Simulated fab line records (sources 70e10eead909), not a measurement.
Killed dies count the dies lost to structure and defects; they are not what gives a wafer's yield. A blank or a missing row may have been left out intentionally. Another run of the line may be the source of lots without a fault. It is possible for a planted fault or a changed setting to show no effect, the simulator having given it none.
Matching of chambers :: flow nand_harc :: 3 sister chambers for NHARC_A_CONTACT_DEP_85 on pecvd-01
The step deposits SiON, target thk 60 nm. 16 wafers are shown with their chamber, then 8 later ones without.

== EACH WAFER AND ITS CHAMBER ==
wafer: L077.1
chamber: 2
heater_power_w (W): 773

wafer: L077.2
chamber: 1
heater_power_w (W): 669

wafer: L077.5
chamber: 1
heater_power_w (W): 657

wafer: L079.3
chamber: 2
heater_power_w (W): 745

wafer: L079.4
chamber: 1
heater_power_w (W): 703

wafer: L079.5
chamber: 0
heater_power_w (W): 1004

wafer: L080.1
chamber: 2
heater_power_w (W): 747

wafer: L080.3
chamber: 1
heater_power_w (W): 666

wafer: L080.5
chamber: 2
heater_power_w (W): 753

wafer: L082.1
chamber: 1
heater_power_w (W): 716

wafer: L082.2
chamber: 0
heater_power_w (W): 968

wafer: L082.4
chamber: 2
heater_power_w (W): 768

wafer: L090.1
chamber: 0
heater_power_w (W): 911

wafer: L090.3
chamber: 2
heater_power_w (W): 677

wafer: L090.6
chamber: 2
heater_power_w (W): 691

wafer: L088.1
chamber: 1
heater_power_w (W): 697

SIGNATURES (means of the wafers above)
reading: heater_power_w
chamber 0: 961.00
chamber 1: 684.67
chamber 2: 736.29
scatter within a chamber: 34.7
Rule: for each reading, subtract the chamber's mean from the wafer's reading, divide by that reading's scatter and square the result; add these up over the readings and take the root, which gives the wafer's distance from the chamber. The wafer belongs to the nearest chamber; if the next one is less than 2 further off, it can't be placed. The scatter: take each reading less its chamber's mean, square it, sum over the shown wafers, divide by the number of wafers less the number of chambers, and take the root.

== WAFERS WITHOUT THEIR CHAMBER ==
wafer: L088.5
heater_power_w (W): 872

wafer: L088.6
heater_power_w (W): 661

wafer: L093.3
heater_power_w (W): 914

wafer: L093.5
heater_power_w (W): 611

wafer: L093.6
heater_power_w (W): 873

wafer: L097.1
heater_power_w (W): 1089

wafer: L097.3
heater_power_w (W): 696

wafer: L097.6
heater_power_w (W): 751

== THE CHAMBER EACH PASSED THROUGH ==
wafer: L088.5
from the rows above: can't be placed: 0 or 2
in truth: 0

wafer: L088.6
from the rows above: can't be placed: 1 or 2
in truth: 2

wafer: L093.3
from the rows above: 0
in truth: 0

wafer: L093.5
from the rows above: can't be placed: 1 or 2
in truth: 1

wafer: L093.6
from the rows above: can't be placed: 0 or 2
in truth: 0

wafer: L097.1
from the rows above: 0
in truth: 0

wafer: L097.3
from the rows above: can't be placed: 1 or 2
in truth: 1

wafer: L097.6
from the rows above: can't be placed: 2 or 1
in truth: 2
Correctly placed: 2 of 8. From these rows, 6 cannot be placed; in 6 the true chamber is one of the candidates. 0 placed wrongly.
